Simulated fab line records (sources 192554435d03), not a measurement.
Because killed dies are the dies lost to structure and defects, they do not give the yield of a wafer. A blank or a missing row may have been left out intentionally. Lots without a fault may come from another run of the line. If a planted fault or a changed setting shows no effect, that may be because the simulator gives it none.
Split-lot study    flow n5-finfet    39 wafers read across 7 lots, on a route 1938 steps long

ON THE SPLIT
At N5_SD_EPI_P_EPI_21 (deposits SiGe:B, time 355 s), the setting temp-c was moved away from the recipe's 550 C on 12 of the 39 wafers read, by -0.7% to +0.5%. All remaining wafers had this setting at the recipe value.

FROM THE SPLIT TO THE READING: what the file shows between them, 5 steps
- N5_SD_EPI_P_EPI_MEAS_23
- N5_SD_EPI_P_HM_STRIP_48: strips SiNx in H3PO4, material SiNx, target depth 3 nm
- N5_SD_EPI_P_SRD_49: time 30 s
- N5_SD_ACTIVATION_RTA_00: time 0 s
- N5_SD_ACTIVATION_LSA_01: time 0.0008 s

THE READING
RS_SD_P (ohm/sq), read at N5_SD_ACTIVATION_RS_MEAS_03 with a four-point probe. A value of 56.2 ohm/sq with a standard deviation of 0.9 ohm/sq is what fault-free wafers of this fab line usually give.

wafer   tool, chamber at the split  temp-c as run, C  against the recipe  RS_SD_P, ohm/sq  against lot-mates on the recipe
L074.2  epi-rpcvd-01, 0             550               recipe              58.2             -
L074.4  epi-rpcvd-01, 0             550               recipe              57.6             -
L074.5  epi-rpcvd-01, 0             550               recipe              57.2             -
L078.1  epi-rpcvd-03, 0             550               recipe              58.0             -
L078.2  epi-rpcvd-03, 0             552.9             +0.5%               53.7             -4.5
L078.3  epi-rpcvd-03, 0             552.9             +0.5%               52.7             -5.5
L078.4  epi-rpcvd-03, 0             550               recipe              58.1             -
L078.5  epi-rpcvd-03, 0             550               recipe              58.4             -
L078.6  epi-rpcvd-03, 0             552.9             +0.5%               53.6             -4.6
L079.1  epi-rpcvd-01, 0             550               recipe              56.5             -
L079.2  epi-rpcvd-01, 0             550               recipe              56.0             -
L079.3  epi-rpcvd-01, 0             550               recipe              56.3             -
L079.4  epi-rpcvd-01, 0             550               recipe              56.0             -
L079.5  epi-rpcvd-01, 0             550               recipe              56.1             -
L079.6  epi-rpcvd-01, 0             550               recipe              56.3             -
L083.1  epi-rpcvd-01, 0             550               recipe              56.2             -
L083.2  epi-rpcvd-01, 0             550               recipe              56.1             -
L083.3  epi-rpcvd-01, 0             546.7             -0.6%               60.2             +4.1
L083.4  epi-rpcvd-01, 0             546.7             -0.6%               60.4             +4.3
L083.5  epi-rpcvd-01, 0             550               recipe              56.1             -
L083.6  epi-rpcvd-01, 0             546.7             -0.6%               60.1             +4.0
L089.1  epi-rpcvd-01, 0             552.9             +0.5%               51.6             -3.6
L089.2  epi-rpcvd-01, 0             552.9             +0.5%               51.8             -3.4
L089.3  epi-rpcvd-01, 0             550               recipe              56.0             -
L089.4  epi-rpcvd-01, 0             550               recipe              54.8             -
L089.5  epi-rpcvd-01, 0             552.9             +0.5%               52.3             -2.9
L089.6  epi-rpcvd-01, 0             550               recipe              54.8             -
L094.1  epi-rpcvd-02, 0             550               recipe              57.4             -
L094.2  epi-rpcvd-02, 0             546               -0.7%               62.1             +5.2
L094.3  epi-rpcvd-02, 0             546               -0.7%               62.8             +5.9
L094.4  epi-rpcvd-02, 0             550               recipe              56.2             -
L094.5  epi-rpcvd-02, 0             546               -0.7%               63.2             +6.3
L094.6  epi-rpcvd-02, 0             550               recipe              57.2             -
L096.1  epi-rpcvd-01, 0             550               recipe              56.6             -
L096.2  epi-rpcvd-01, 0             550               recipe              57.2             -
L096.3  epi-rpcvd-01, 0             550               recipe              56.8             -
L096.4  epi-rpcvd-01, 0             550               recipe              56.6             -
L096.5  epi-rpcvd-01, 0             550               recipe              56.5             -
L096.6  epi-rpcvd-01, 0             550               recipe              56.1             -

FIT RESULTS
A straight line over all 39 wafers: RS_SD_P changes by -7.48 ohm/sq for each +1% of temp-c; r = -0.94; the points scatter about the line by 0.9 ohm/sq.
The same after taking each lot's own level away (the mean of its wafers on the recipe; 39 wafers): -7.58 ohm/sq for each +1%; r = -0.98; scatter 0.5 ohm/sq.
According to that fit, moving temp-c by its largest amount changes the reading by 5.5 ohm/sq.
The lots' own levels span 55.20 to 58.17 ohm/sq, that is 3.3 times the standard deviation above.
Hence the lot-to-lot level has little effect on the slope; both slopes agree.
Check: for one of the wafers moved furthest among these (-0.7%), held out of the fit, the line's prediction against its lot-mates is +5.54 ohm/sq. It came out at +5.17 ohm/sq against them.

THESE WAFERS: OTHER SPLITS
Before the reading, these wafers also passed through other splits. Each is held against what the fit with the lots' levels taken away leaves over:
other split on the same wafers   wafers away from the commonest value  r with RS_SD_P (lot level and that fit taken away)
N5_DUMMY_GATE_EXPOSE_12 dose-mj  12                                    -0.15
N5_DUMMY_GATE_ETCH_42 bias-w     12                                    +0.19

THE WHOLE CHAIN: every reading that the file lists as answering this split, in the file's order
step                         what it does                  reading                                                                            change (the file's fit)               r (the file's)
N5_SD_EPI_P_EPI_21           deposits SiGe:B, time 355 s   SiGe-B_of_SD_EPI_P_EPI_21.thk-nm (the simulator's own value, which no gauge read)  +7.49 nm for each +1% of the setting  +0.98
N5_SD_EPI_P_EPI_MEAS_23                                    thk-nm                                                                             withheld for each +1% of the setting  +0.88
N5_SD_ACTIVATION_RS_MEAS_03  measures by four-point-probe  RS_SD_P                                                                            -7.57 for each +1% of the setting     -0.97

FILE'S OWN FIT
RS_SD_P changes by -7.57 ohm/sq for each +1% of temp-c, r = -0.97.
